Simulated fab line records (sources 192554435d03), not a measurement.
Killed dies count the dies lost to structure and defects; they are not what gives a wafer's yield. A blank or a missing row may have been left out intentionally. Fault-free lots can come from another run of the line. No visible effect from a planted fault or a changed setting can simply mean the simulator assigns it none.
Chamber matching	flow n5_finfet	N5_BEOL_M5_STRIP_36 on rie_diel-05 has 4 sister chambers
The step strips in N2/H2. 18 wafers are shown with their chamber, then 9 later ones without.

## WAFERS WITH THEIR CHAMBER
wafer	chamber	showerhead_plenum_p_Torr (Torr)	throttle_valve_pct (%)	drypump_motor_current_A (A)
L077.2	1	2.69	23.4	6.1
L077.5	2	2.67	23.3	6.8
L077.6	1	2.70	23.4	6.1
L078.1	1	2.70	23.4	6.1
L078.3	0	2.34	23.7	5.6
L078.6	3	2.60	23.0	5.7
L079.3	2	2.67	23.3	6.7
L079.5	1	2.69	23.4	6.1
L079.6	0	2.34	23.6	5.6
L080.1	2	2.67	23.3	6.8
L080.4	3	2.60	23.0	5.7
L080.5	0	2.34	23.6	5.6
L082.1	1	2.69	23.4	6.1
L082.2	0	2.34	23.6	5.6
L082.4	3	2.60	23.0	5.8
L084.3	3	2.60	23.0	5.8
L084.4	2	2.66	23.3	6.8
L084.5	0	2.34	23.6	5.6

SIGNATURES (means of the wafers above)
reading	chamber 0	chamber 1	chamber 2	chamber 3	scatter within a chamber
showerhead_plenum_p_Torr	2.3400	2.6940	2.6675	2.6000	0.00373
throttle_valve_pct	23.620	23.400	23.300	23.000	0.0239
drypump_motor_current_A	5.600	6.100	6.775	5.750	0.0354
Rule: for each reading, subtract the chamber's mean from the wafer's reading, divide by that reading's scatter and square the result; add these up over the readings and take the root, which gives the wafer's distance from the chamber. The wafer belongs to the nearest chamber; if the next one is less than 2 further off, it can't be placed. The scatter: take each reading less its chamber's mean, square it, sum over the shown wafers, divide by the number of wafers less the number of chambers, and take the root.

## WAFERS WITHOUT THEIR CHAMBER
wafer	showerhead_plenum_p_Torr (Torr)	throttle_valve_pct (%)	drypump_motor_current_A (A)
L085.2	2.60	23.0	5.7
L085.3	2.69	23.4	6.1
L085.6	2.34	23.7	5.6
L090.1	2.34	23.7	5.6
L090.4	2.69	23.4	6.1
L090.6	2.69	23.4	6.1
L095.1	2.33	23.7	5.6
L095.2	2.59	23.0	5.8
L095.4	2.68	23.4	6.1

## WHICH CHAMBER EACH ONE RAN IN
wafer	from the rows above	in truth
L085.2	3	3
L085.3	1	1
L085.6	0	0
L090.1	0	0
L090.4	1	1
L090.6	1	1
L095.1	0	0
L095.2	3	3
L095.4	1	1
Correct placement for 9 of the 9. Number that these rows cannot place: 0. 0 placed wrongly.
